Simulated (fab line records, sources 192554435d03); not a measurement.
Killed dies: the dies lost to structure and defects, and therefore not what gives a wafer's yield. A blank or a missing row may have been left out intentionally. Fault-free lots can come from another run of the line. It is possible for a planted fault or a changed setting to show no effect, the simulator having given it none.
Struck lot and sound lot, side by side -- flow n5-finfet -- 29 steps out of a route of 1938
Sound: these wafers, L653.2, L653.4, L653.5. Struck: wafer L661.3. (L661.6 of the same lot was not struck and is left out.) The cause comes at the end.
At each step with rows: each side's tool, then ch and its chambers, then its first start. Under that, the readings that differ: sound wafers -- struck wafers -- difference of the means -- sigmas: that difference in standard deviations of wafers without a fault.
alike: same words and numbers on both sides, and readings whose means sit less than 2 such deviations apart. not compared: any withheld reading, any reading some wafer has no value for, any bound like >300 that may hide the same value, and any number with overlapping values for which the record gives no deviation.
Wherever a step has rows on one side only, a row that says differs or no value, or a row with sigmas, the two part there. Non-overlapping numbers with no deviation appear without sigmas and do not part them. A reading missing from all wafers of one side parts the sides only when that side holds two or more wafers.

first, 2 steps without rows for these wafers: N5_DUMMY_GATE_SRD_26 (time 30 s); N5_DUMMY_GATE_UV_OZONE_45 (time 120 s).
N5_DUMMY_GATE_INSPECT_27: inspects for defects (brightfield).
  sound on defect-inspect-02, day 4 03:06; struck on defect-inspect-02, day 6 01:44
  alike: raw-defect-count
then, 1 step without rows for these wafers: N5_SPACER0_ALD_07 (deposits SiNx, target thk 2 nm).
N5_SPACER0_ALD_00: deposits SiOCN, target thk 3.5 nm, pulse time 3 s, purge time 2 s.
  sound on ald-sin-01 ch 1,3, day 4 03:17; struck on ald-sin-01 ch 3, day 6 01:56
reading,sound,struck,difference,sigmas
heater-power-w (W),989 763 951,715,-186,-2
  alike: precursor-pulse-height-rel
N5_SPACER0_ALD_08: deposits SiNx, target thk 2 nm.
  sound on ald-sin-01 ch 1,3, day 4 03:33; struck on ald-sin-01 ch 3, day 6 02:11
  alike: heater-power-w
N5_SPACER0_INSPECT_04: inspects for defects (darkfield).
  sound on defect-inspect-01, day 4 03:43; struck on defect-inspect-02, day 6 02:20
  alike: raw-defect-count
then, 5 steps without rows for these wafers: N5_SD_EPI_N_COAT_32 (time 60 s, resist thk 350 nm); N5_SD_EPI_N_COAT_33 (time 60 s, resist thk 35 nm); N5_SD_EPI_N_COAT_03 (resist thk 150 nm); N5_SD_EPI_N_EBR_05; N5_SD_EPI_N_SOFTBAKE_04 (time 60 s).
N5_SD_EPI_N_EXPOSE_06: exposes mask SD N BLK, target cd 120 nm.
  sound on arfi-scanner-03 ch 0, day 4 03:52; struck on arfi-scanner-01 ch 0, day 6 02:30
reading,sound,struck,difference,sigmas
reticle-temp-C (C),22.85 22.82 22.84,23.18,+0.34,+3
  alike: mask
then, 2 steps without rows for these wafers: N5_SD_EPI_N_PEB_07 (peb time 60 s); N5_SD_EPI_N_DEVELOP_08 (develop time 30 s).
N5_SD_EPI_N_CD_MEAS_09 targets a cd of 120 nm.
  sound on cd-sem-02 ch 0, day 4 03:59; struck on cd-sem-03 ch 0, day 6 02:37
reading,sound,struck,difference,sigmas
cd-nm (nm),120.5 119.6 120.5,121.8,+1.6,+2
N5_SD_EPI_N_OVL_MEAS_10:
  sound on overlay-02 ch 0, day 4 04:01; struck on overlay-02 ch 0, day 6 02:39
  alike: SD_N_BLK_OVL
N5_SD_EPI_N_INSPECT_11: inspects for defects (macro).
  sound on defect-inspect-02, day 4 04:02; struck on defect-inspect-01, day 6 02:40
  alike: raw-defect-count
N5_SD_EPI_N_DESCUM_14: chemistry O2, time 7.9 s.
  sound on rie-diel-02 ch 0,2, day 4 04:04; struck on rie-diel-04 ch 3, day 6 02:42
reading,sound,struck,difference,sigmas
rf-vpp-V (V),240.8 243.6 243.5,246.7,+4.1,+3
showerhead-plenum-p-Torr (Torr),2.06 2.12 2.06,2.23,+0.15,+2
model.SD_EPI_N.cd-nm (nm),120.8 119.8 120.4,121.8,+1.5,
  alike: drypump-motor-current-A, oes-product-au, throttle-valve-pct
  not compared: rf-hours-counter-h
then, 1 step without rows for these wafers: N5_SD_EPI_N_ETCH_34 (etches SiARC in CF4, target depth 45.5 nm, time 75.8 s).
N5_SD_EPI_N_ETCH_35: etches SOC in N2/H2, overetch 108 nm, time 486 s.
  sound on rie-diel-02 ch 0,2, day 4 04:10; struck on rie-diel-04 ch 3, day 6 02:47
reading,sound,struck,difference,sigmas
showerhead-plenum-p-Torr (Torr),2.50 2.58 2.50,2.70,+0.17,+2
  alike: drypump-motor-current-A, h2-flow-sccm, oes-product-au, rf-vpp-V, throttle-valve-pct
  not compared: rf-hours-counter-h
then, 1 step without rows for these wafers: N5_SD_EPI_N_STRIP_36 (strips in N2/H2).
N5_SD_EPI_N_ETCHBACK_44: etches SiNx in CH3F/O2, stops on SiO2, target depth 14.5 nm.
  sound on rie-diel-02 ch 0,2, day 4 04:29; struck on rie-diel-04 ch 3, day 6 03:07
reading,sound,struck,difference,sigmas
showerhead-plenum-p-Torr (Torr),1.96 2.03 1.96,2.12,+0.14,+2
  alike: drypump-motor-current-A, oes_o_777_au, oes-product-au, rf-vpp-V, throttle-valve-pct
  not compared: rf-hours-counter-h
then, 3 steps without rows for these wafers: N5_SD_EPI_N_ETCH_45 (etches SiOCN in CH3F/O2, target depth 6 nm); N5_SD_EPI_N_ETCH_16 (etches SiO2 in CHF3/O2, target depth 5 nm); N5_SD_EPI_N_STRIP_47 (strips in CHF3/O2).
N5_SD_EPI_N_SD_RECESS_17: chemistry HBr/Cl2/O2, target depth 41 nm, time 23.7 s, bt time 3 s.
  sound on rie-si-03 ch 0,2, day 4 04:45; struck on rie-si-04 ch 3, day 6 03:23
reading,sound,struck,difference,sigmas
drypump-motor-current-A (A),5.1 5.6 5.1,6.4,+1.1,+2
model.SD_EPI_N.cd-nm (nm),121.2 121.2 120.4,122.2,+1.3,
  alike: oes_o_777_au, oes-product-au, throttle-valve-pct
  not compared: rf-hours-counter-h
N5_SD_EPI_N_STRIP_38: strips in N2/H2.
  sound on plasma-asher-02 ch 0,1, day 4 04:51; struck on plasma-asher-02 ch 0, day 6 03:30
  alike: drypump-motor-current-A, h2-flow-sccm, heater-power-w, oes-product-au
  not compared: rf-hours-counter-h
-- the record jumps here: 5 days lie between the struck wafers' starts before and after (it left off in module SD_EPI_N and takes up again in module BEOL_M4, whose first step shown is number 1111 of the route) --
N5_BEOL_M4_RC_MEAS_101:
  sound on prober-01 ch 0, day 9 11:23; struck on prober-02 ch 0, day 10 21:26
reading,sound,struck,difference,sigmas
DIBL_N (mV/V),36.1 36.2 35.5,38.8,+2.9,+3
DIBL_P (mV/V),37.2 35.7 35.3,39.5,+3.4,+2
IOFF_N (nA/um),0.145 0.135 0.130,0.204,+0.067,+3
IOFF_P (nA/um),0.207 0.195 0.185,0.247,+0.051,+2
SS_N (mV/dec),71.0 71.0 71.1,72.6,+1.6,+3
SS_P (mV/dec),72.4 72.9 72.8,74.1,+1.4,+3
  alike: ION_N, ION_P, VT_N, VT_P

WHERE THEY PART
Last at N5_BEOL_M4_RC_MEAS_101 as far as this record goes, first at N5_SPACER0_ALD_00.

WHY: what the simulator had put in
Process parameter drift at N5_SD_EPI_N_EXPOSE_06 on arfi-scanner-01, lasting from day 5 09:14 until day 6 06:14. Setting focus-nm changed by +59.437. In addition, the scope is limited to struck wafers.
